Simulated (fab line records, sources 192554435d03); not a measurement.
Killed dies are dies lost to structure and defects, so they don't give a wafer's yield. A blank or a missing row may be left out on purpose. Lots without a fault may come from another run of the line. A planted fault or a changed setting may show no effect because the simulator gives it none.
fab line records | flow n5_finfet
record lots=5 wafers=15 last_day=17
route steps=1938 shown GATE_CUT@467
lots that met no fault: from a run of the same line without faults
start_h: hours from the record's first day to the start of the lot's first wafer shown | wait_h: hours since the lot's step before | " the same as in the row above | L1.1+2: a row that stands for several wafers | - no value, or no start given | * or withheld: withheld | < > ~ a bound
route shown NAME@n: a module of which the file shows steps, and the number in the route of the first | usual: mean/standard deviation of fault-free wafers | same: alike in all rows | chamber/n: place in a boat | sites: the reading at each site | _std_site: their standard deviation | _edge_site: outer sites' mean less inner sites' | radius_mm: how far each site lies from the wafer's centre | mask NAME#n: copy n | behind: the tool/chamber that last shaped the wafer | hold: why the lot was held/for how many hours/how that ended | device: the transistor (n, p or np) that didn't switch | end of line: the same wafers' tests at the end of the route | a step without rows: its recipe alone | killed: dies lost to structure and defects at the first sort, not the wafer's yield | map: a wafer's dies, x killed, . not, _ none there
set.NAME: the setting as run; set.NAME@STEP: as run at that earlier step | model.NAME: the simulator's own value behind a step, which no gauge read
lots at some steps of the route; a table a step, a row a wafer
services: from which hour (start_h, from the record's first day; less than 0 if before it) a tool's chamber was out of use, for how many hours, and why
## steps
# step N5_GATE_CUT_ETCHBACK_30
# recipe chemistry=Cl2/Ar target=TiN target_depth_a=30 mode=isotropic pressure_mtorr=10 icp_w=600 bias_w=60 Cl2_flow_sccm=40 Ar_flow_sccm=60
# usual drypump_motor_current_A=6.0/0.37 he_backside_leak_sccm=3.56/0.22 mfc_ar_sccm=60.02/0.18 mfc_cl2_sccm=40.02/0.13 oes_product_au=0.80/0.095 throttle_valve_pct=20.71/0.22
# columns lot.wafer tool chamber start_h wait_h drypump_motor_current_A he_backside_leak_sccm mfc_ar_sccm mfc_cl2_sccm oes_product_au rf_hours_counter_h throttle_valve_pct
L077.1 rie_metal-01 1 100.59 0.1 6.1 3.59 59.99 39.81 0.82 24 20.88
L077.3 " 1 " " 6.1 3.73 59.97 39.76 0.83 - 20.86
L077.6 " 0 " " 5.3 3.66 60.17 40.01 0.80 - 20.34
L079.2 rie_metal-02 0 114.22 0.1 6.2 3.46 59.94 39.92 0.92 5 20.71
L079.5 " 1 " " 6.2 3.13 59.90 39.89 0.98 - 20.99
L079.6 " 0 " " 6.1 3.48 60.01 39.92 0.91 - 20.74
L089.1 rie_metal-03 0 170.38 0.1 6.3 3.58 60.15 39.94 0.81 35 20.74
L089.2 " 1 " " 6.1 3.43 59.89 40.05 0.61 115 20.73
L089.3 " 0 " " 6.3 3.50 60.07 39.94 0.81 - 20.75
L091.1 rie_metal-01 1 181.76 0.1 6.1 3.88 59.61 39.93 0.80 32 20.90
L091.2 " 0 " " 5.3 3.67 59.96 39.95 0.79 37 20.35
L091.4 " 1 " " 6.1 3.69 59.71 39.96 0.80 - 20.89
L094.2 rie_metal-01 0 200.28 0.1 5.3 3.69 60.01 39.98 0.79 39 20.36
L094.3 " 1 " " 6.1 3.50 59.95 40.04 0.80 - 20.90
L094.4 " 0 " " 5.3 3.71 59.71 39.91 0.78 - 20.36
# step N5_GATE_CUT_VAPOR_ETCH_60
# recipe chemistry=BCl3/Cl2 target=HfO2 mode=isotropic
# usual drypump_motor_current_A=5.9/0.38 he_backside_leak_sccm=3.6/0.45 oes_product_au=0.80/0.093
# columns lot.wafer tool chamber start_h wait_h drypump_motor_current_A he_backside_leak_sccm oes_product_au
L077.1 rie_metal-01 1 100.62 0.0 6.2 3.7 0.82
L077.3 " 1 " " 6.1 3.5 0.82
L077.6 " 0 " " 5.3 3.5 0.80
L079.2 rie_metal-02 0 114.25 0.0 6.1 3.4 0.91
L079.5 " 1 " " 6.2 3.1 0.96
L079.6 " 0 " " 6.1 4.6 0.91
L089.1 rie_metal-03 0 170.42 0.0 6.3 3.6 0.82
L089.2 " 1 " " 6.1 3.5 0.61
L089.3 " 0 " " 6.3 3.6 0.82
L091.1 rie_metal-01 1 181.79 0.0 6.1 3.6 0.80
L091.2 " 0 " " 5.3 3.6 0.78
L091.4 " 1 " " 6.1 3.7 0.79
L094.2 rie_metal-01 0 200.31 0.0 5.3 3.7 0.79
L094.3 " 1 " " 6.1 3.4 0.80
L094.4 " 0 " " 5.3 3.6 0.78
# step N5_GATE_CUT_ETCH_58
# recipe chemistry=CH3F/O2 target=SiNx target_depth_a=170 time_s=128.6 ion_energy_ev=50 pressure_mtorr=30 source_w=415 bias_w=21 Ar_flow_sccm=150 CH3F_flow_sccm=30 O2_flow_sccm=20
# usual drypump_motor_current_A=5.7/0.37 mfc_ar_sccm=150.1/0.45 oes_product_au=0.76/0.067 rf_vpp_V=99.0/1 showerhead_plenum_p_Torr=2.00/0.073 throttle_valve_pct=16.36/0.16
# columns lot.wafer tool chamber start_h wait_h drypump_motor_current_A mfc_ar_sccm oes_product_au rf_hours_counter_h rf_vpp_V showerhead_plenum_p_Torr throttle_valve_pct
L077.1 rie_diel-03 3 100.68 0.0 5.5 149.9 0.72 160 99.5 2.08 16.31
L077.3 " 1 " " 5.7 150.2 0.80 118 99.9 2.02 16.15
L077.6 " 1 " " 5.7 149.4 0.80 - 98.6 2.02 16.15
L079.2 rie_diel-03 1 114.30 0.0 5.7 150.8 0.81 122 99.4 2.02 16.14
L079.5 " 1 " " 5.7 151.0 0.80 - 98.8 2.02 16.16
L079.6 " 2 " " 6.0 150.1 0.78 - 98.1 1.92 16.34
L089.1 rie_diel-03 3 170.48 0.0 5.5 149.5 0.71 182 99.5 2.07 16.34
L089.2 " 2 " " 6.0 149.8 0.77 162 97.6 1.91 16.34
L089.3 " 0 " " 5.9 150.2 0.86 51 96.6 1.95 16.08
L091.1 rie_diel-02 2 181.85 0.0 5.8 150.5 0.77 137 100.2 2.02 16.58
L091.2 " 3 " " 4.9 150.1 0.75 201 97.7 1.89 16.62
L091.4 " 1 " " 6.4 151.0 0.67 - 98.9 1.98 16.50
L094.2 rie_diel-04 1 200.38 0.1 5.2 149.5 0.67 243 99.2 2.07 16.56
L094.3 " 0 " " 5.5 150.0 0.69 225 99.4 1.90 16.62
L094.4 " 2 " " 5.8 149.6 0.73 170 97.5 2.00 16.38
# step N5_GATE_CUT_STRIP_59
# recipe chemistry=N2/H2 time_s=20 power_w=100 temp_c=40 pressure_mtorr=100 rf_frequency_hz=6e+07 bias_power_w=3 n2_flow_sccm=300 h2_flow_sccm=300
# usual drypump_motor_current_A=5.8/0.37 oes_product_au=0.76/0.069 rf_vpp_V=45.1/0.77 showerhead_plenum_p_Torr=3.37/0.12 throttle_valve_pct=12.25/0.21
# columns lot.wafer tool chamber start_h wait_h drypump_motor_current_A oes_product_au rf_hours_counter_h rf_vpp_V showerhead_plenum_p_Torr throttle_valve_pct
L077.1 rie_diel-03 3 100.78 0.1 5.5 0.73 160 44.7 3.52 12.21
L077.3 " 1 " " 5.7 0.81 118 45.1 3.39 11.97
L077.6 " 1 " " 5.7 0.81 - 44.9 3.39 11.96
L079.2 rie_diel-03 1 114.40 0.1 5.7 0.80 122 45.6 3.39 11.96
L079.5 " 1 " " 5.7 0.80 - 44.8 3.39 11.99
L079.6 " 2 " " 6.1 0.78 - 45.2 3.26 12.29
L089.1 rie_diel-03 3 170.58 0.1 5.5 0.71 182 46.0 3.51 12.26
L089.2 " 2 " " 6.1 0.76 162 45.0 3.26 12.32
L089.3 " 0 " " 5.9 0.86 51 44.4 3.28 11.95
L091.1 rie_diel-02 2 181.95 0.1 5.9 0.77 137 44.9 3.39 12.49
L091.2 " 3 " " 4.9 0.73 201 44.6 3.21 12.52
L091.4 " 1 " " 6.4 0.67 - 44.5 3.32 12.29
L094.2 rie_diel-04 1 200.48 0.1 5.2 0.67 243 45.2 3.47 12.51
L094.3 " 0 " " 5.5 0.69 225 45.3 3.21 12.59
L094.4 " 2 " " 5.8 0.74 170 44.8 3.36 12.18
# step N5_GATE_CUT_PRECLEAN_31
# recipe temp_c=23 chemistry=DIW time_s=300
# columns lot.wafer tool chamber start_h wait_h
L077.1+3+6 wet_bench-01 5,0,4 100.86 0.1
L079.2+5+6 wet_bench-01 1,4,2 114.48 0.1
L089.1+2+3 wet_bench-06 7,2,4 170.66 0.1
L091.1+2+4 wet_bench-05 5,7,2 182.03 0.1
L094.2+3+4 wet_bench-01 2,0,6 200.56 0.1
# step N5_GATE_CUT_SRD_32
# recipe time_s=30 temp_c=23 rinse_liquid=diw dry=ipa_marangoni
# columns lot.wafer tool chamber start_h wait_h
L077.1+3+6 wet_bench-01 5,0,4 100.95 0.0
L079.2+5+6 wet_bench-01 1,4,2 114.57 0.0
L089.1+2+3 wet_bench-06 7,2,4 170.75 0.0
L091.1+2+4 wet_bench-05 5,7,2 182.12 0.0
L094.2+3+4 wet_bench-01 2,0,6 200.65 0.0
# step N5_GATE_CUT_SAC_CAP_01
# recipe material=SiNx target_thk_a=240 temp_c=400 ald_precursor_family=SiH2I2 ald_co_reactant=N2/H2-plasma pulse_time_s=1 ald_cycles=480 purge_time_s=2 co_reactant_purge_time_s=2 pressure_torr=2
# usual chamber_pressure_Torr=2.000/0.0041 heater_power_w=852/68 precursor_pulse_height_rel=0.999/0.019
# columns lot.wafer tool chamber start_h wait_h chamber_pressure_Torr heater_power_w precursor_pulse_height_rel
L077.1 ald_sin-04 2 101.35 0.4 2.002 860 0.982
L077.3 " 1 " " 2.001 768 1.018
L077.6 " 0 102.44 1.5 2.001 936 0.979
L079.2 ald_sin-01 2 114.61 0.0 1.997 880 0.987
L079.5 " 3 115.70 1.1 2.005 973 0.986
L079.6 " 2 " " 2.003 870 0.979
L089.1 ald_sin-02 2 170.79 0.0 2.001 834 1.013
L089.2 " 0 " " 2.000 782 0.986
L089.3 " 1 " " 2.003 830 1.002
L091.1 ald_sin-01 1 182.66 0.5 2.002 769 0.994
L091.2 " 0 " " 2.002 903 1.033
L091.4 " 2 " " 2.001 848 1.012
L094.2 ald_sin-01 3 200.69 0.0 2.000 992 0.973
L094.3 " 0 " " 2.002 891 1.030
L094.4 " 3 201.78 1.1 1.993 961 1.015
# step N5_GATE_CUT_PECVD_57
# recipe material=SiNx target_thk_a=210 temp_c=400 precursor=SiH4/NH3/N2 pressure_torr=1.5 rf_w=300
# usual chamber_pressure_Torr=1.500/0.0032 heater_power_w=815/100 showerhead_plenum_p_Torr=5.14/0.085 throttle_valve_pct=40.0/2.2
# columns lot.wafer tool chamber start_h wait_h chamber_pressure_Torr heater_power_w showerhead_plenum_p_Torr throttle_valve_pct
L077.1 pecvd-04 1 103.55 1.1 1.497 877 5.20 44.5
L077.3 " 0 " " 1.496 1013 5.17 40.8
L077.6 " 0 " " 1.498 983 5.16 40.7
L079.2 pecvd-02 1 116.81 1.1 1.499 816 5.29 40.1
L079.5 " 1 " " 1.504 794 5.30 40.4
L079.6 " 2 " " 1.499 733 5.02 37.5
L089.1 pecvd-02 1 172.99 1.1 1.499 661 5.29 40.6
L089.2 " 0 " " 1.504 831 5.13 39.3
L089.3 " 2 " " 1.503 680 5.02 37.6
L091.1 pecvd-02 2 184.85 1.1 1.503 732 5.03 37.8
L091.2 " 1 " " 1.510 731 5.30 40.4
L091.4 " 1 " " 1.504 753 5.29 40.2
L094.2 pecvd-01 2 203.97 2.2 1.501 750 5.03 38.1
L094.3 " 0 " " 1.501 827 5.10 41.7
L094.4 " 2 " " 1.501 760 5.04 37.8
# step N5_GATE_CUT_CMP_02
# recipe stop_on=SiO2 t_overpolish_s=12.7 post_cmp_clean=alkaline_brush down_force_psi=2.5 platen_rpm=51.8 pad_velocity_m_s=1.0307 target_thk_nm=0
# usual motor_current_A=8.8/1 overpolish_run_s=12.701/0.0096 platen_rpm=51.80/0.038 time_to_endpoint_s=25.3/2.5
# columns lot.wafer tool chamber start_h wait_h motor_current_A overpolish_run_s platen_rpm time_to_endpoint_s
L077.3 cmp-01 1 103.70 0.1 10.0 12.692 51.81 22.6
L077.1 " 2 " " 10.6 12.718 51.77 22.9
L077.6 " 0 " " 8.1 12.691 51.82 27.1
L079.2 cmp-02 3 116.88 0.1 7.6 12.675 51.84 26.3
L079.5 " 3 " " 8.0 12.698 51.80 26.4
L079.6 " 0 " " 8.3 12.708 51.79 26.0
L089.1 cmp-03 2 173.06 0.1 8.6 12.689 51.88 29.4
L089.3 " 3 " " 8.2 12.693 51.78 25.7
L089.2 " 0 " " 10.5 12.707 51.73 28.8
L091.2 cmp-01 3 184.92 0.1 10.4 12.705 51.76 20.1
L091.1 " 0 " " 8.5 12.697 51.75 23.7
L091.4 " 2 " " 10.8 12.694 51.78 22.3
L094.4 cmp-03 3 204.05 0.0 8.2 12.701 51.71 19.5
L094.3 " 0 " " 9.8 12.717 51.82 27.5
L094.2 " 1 " " 7.8 12.700 51.81 20.5
# step N5_GATE_CUT_HM_DEP_46
# recipe material=SiO2 target_thk_a=1300 temp_c=400 precursor=TEOS/O2 pressure_torr=6.5 rf_w=900 teos_flow_sccm=161.4 gas=O2 flow_sccm=2650 time_s=26.6
# usual chamber_pressure_Torr=6.499/0.013 heater_power_w=620/110 showerhead_plenum_p_Torr=8.34/0.04 throttle_valve_pct=18.7/1.1
# columns lot.wafer tool chamber start_h wait_h chamber_pressure_Torr heater_power_w showerhead_plenum_p_Torr throttle_valve_pct
L077.1 pecvd-04 1 103.95 0.0 6.535 782 8.39 20.7
L077.3 " 0 " " 6.503 759 8.37 19.1
L077.6 " 2 " " 6.496 613 8.33 19.1
L079.2 pecvd-04 2 117.21 0.0 6.504 636 8.31 19.2
L079.5 " 2 " " 6.516 645 8.35 19.2
L079.6 " 1 " " 6.478 816 8.39 20.8
L089.1 pecvd-02 0 173.39 0.0 6.526 616 8.33 18.6
L089.2 " 1 " " 6.484 592 8.41 18.6
L089.3 " 2 " " 6.522 453 8.27 17.6
L091.1 pecvd-04 2 185.25 0.0 6.493 736 8.34 18.9
L091.2 " 0 " " 6.514 610 8.35 19.3
L091.4 " 1 " " 6.488 664 8.39 20.7
L094.2 pecvd-02 2 204.38 0.0 6.500 452 8.29 17.9
L094.3 " 1 " " 6.485 573 8.44 18.9
L094.4 " 2 " " 6.491 463 8.26 17.8
## services
# columns tool chamber start_h hours kind
pecvd-04 - 80.64 1.6 repair
pecvd-01 - 85.51 1.7 repair
ald_sin-01 - 86.92 14.0 pm
pecvd-01 - 115.27 1.3 repair
rie_diel-04 3 116.29 12.9 repair
rie_metal-02 - 121.53 2.8 pm
cmp-02 - 127.72 4.6 pm
cmp-01 - 132.22 4.6 pm
cmp-02 - 136.03 4.0 pm
rie_metal-01 0 155.40 25.5 repair
pecvd-01 0 160.15 4.4 repair
rie_metal-03 - 162.48 0.4 repair
ald_sin-02 - 176.75 14.0 pm
rie_diel-04 0 176.83 7.2 repair
rie_metal-03 - 177.06 1.4 pm
cmp-01 - 178.17 4.0 pm
ald_sin-01 - 178.71 0.8 pm
cmp-01 - 183.39 0.2 repair
wet_bench-06 - 189.37 1.9 pm
pecvd-01 - 190.93 2.6 repair
ald_sin-01 1 195.26 18.3 repair
pecvd-04 2 202.38 - clean
pecvd-04 2 202.38 - consumable_replace:showerhead
rie_diel-04 0 204.06 8.8 repair
## key
fault none
